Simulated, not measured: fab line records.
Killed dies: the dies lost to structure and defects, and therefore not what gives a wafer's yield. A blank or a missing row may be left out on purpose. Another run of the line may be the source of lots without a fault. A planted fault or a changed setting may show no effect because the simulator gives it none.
Matching of chambers / flow nand harc / cmp-02 running NHARC_P_CONTACT_CMP_24: 4 sister chambers
The step polishes, t overpolish 30 s, target thk 200 nm. 14 wafers are shown with their chamber, then 7 later ones without.

## WAFERS PAIRED WITH THEIR CHAMBERS
wafer=L074.1; chamber=0; motor current A (A)=13.6; time to endpoint s (s)=42.8; overpolish run s (s)=29.999
wafer=L074.3; chamber=3; motor current A (A)=10.7; time to endpoint s (s)=40.1; overpolish run s (s)=30.015
wafer=L074.6; chamber=3; motor current A (A)=11.0; time to endpoint s (s)=38.1; overpolish run s (s)=30.003
wafer=L083.1; chamber=2; motor current A (A)=12.3; time to endpoint s (s)=37.7; overpolish run s (s)=30.006
wafer=L083.3; chamber=0; motor current A (A)=14.0; time to endpoint s (s)=42.3; overpolish run s (s)=30.004
wafer=L083.4; chamber=3; motor current A (A)=11.0; time to endpoint s (s)=35.3; overpolish run s (s)=30.006
wafer=L084.1; chamber=0; motor current A (A)=14.7; time to endpoint s (s)=43.3; overpolish run s (s)=29.995
wafer=L084.2; chamber=2; motor current A (A)=12.3; time to endpoint s (s)=44.6; overpolish run s (s)=30.011
wafer=L084.4; chamber=3; motor current A (A)=10.9; time to endpoint s (s)=38.9; overpolish run s (s)=29.990
wafer=L084.3; chamber=1; motor current A (A)=12.3; time to endpoint s (s)=41.7; overpolish run s (s)=30.013
wafer=L084.5; chamber=0; motor current A (A)=14.0; time to endpoint s (s)=42.0; overpolish run s (s)=30.000
wafer=L084.6; chamber=3; motor current A (A)=10.6; time to endpoint s (s)=36.7; overpolish run s (s)=29.997
wafer=L091.3; chamber=2; motor current A (A)=12.4; time to endpoint s (s)=41.4; overpolish run s (s)=29.999
wafer=L091.5; chamber=1; motor current A (A)=12.7; time to endpoint s (s)=38.8; overpolish run s (s)=30.007

SIGNATURES (means of the wafers above)
reading=motor current A; chamber 0=14.075; chamber 1=12.500; chamber 2=12.333; chamber 3=10.840; scatter within a chamber=0.291
reading=time to endpoint s; chamber 0=42.600; chamber 1=40.250; chamber 2=41.233; chamber 3=37.820; scatter within a chamber=2.08
reading=overpolish run s; chamber 0=29.99950; chamber 1=30.01000; chamber 2=30.00533; chamber 3=30.00220; scatter within a chamber=0.00697
Rule: a wafer lies at a distance from a chamber equal to the root of the sum of squares, over the readings, of (its reading less the chamber's mean, divided by the reading's scatter). If the next closest chamber is less than 2 further off than the closest, the wafer can't be placed; otherwise it belongs to the closest. The scatter is the square root of a quotient: the sum, over the shown wafers, of each reading's squared deviation from its chamber's mean, divided by wafers minus chambers.

## WAFERS WITH NO CHAMBER GIVEN
wafer=L091.6; motor current A (A)=11.8; time to endpoint s (s)=39.5; overpolish run s (s)=30.017
wafer=L093.2; motor current A (A)=11.6; time to endpoint s (s)=41.3; overpolish run s (s)=30.019
wafer=L093.4; motor current A (A)=10.7; time to endpoint s (s)=40.2; overpolish run s (s)=30.012
wafer=L093.5; motor current A (A)=13.8; time to endpoint s (s)=41.9; overpolish run s (s)=29.992
wafer=L093.1; motor current A (A)=12.5; time to endpoint s (s)=40.0; overpolish run s (s)=29.998
wafer=L093.3; motor current A (A)=13.0; time to endpoint s (s)=41.6; overpolish run s (s)=29.985
wafer=L093.6; motor current A (A)=10.0; time to endpoint s (s)=41.0; overpolish run s (s)=29.999

## WHICH CHAMBER EACH ONE RAN IN
wafer=L091.6; from the rows above=can't be placed: 2 or 1 or 3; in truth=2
wafer=L093.2; from the rows above=can't be placed: 2 or 1 or 3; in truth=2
wafer=L093.4; from the rows above=3; in truth=3
wafer=L093.5; from the rows above=0; in truth=0
wafer=L093.1; from the rows above=can't be placed: 2 or 1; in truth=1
wafer=L093.3; from the rows above=can't be placed: 2 or 1 or 0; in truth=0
wafer=L093.6; from the rows above=3; in truth=3
Correct placement for 3 of the 7. Not placeable from these rows: 4 (in 4, the candidates include the true chamber). Number placed wrongly: 0.
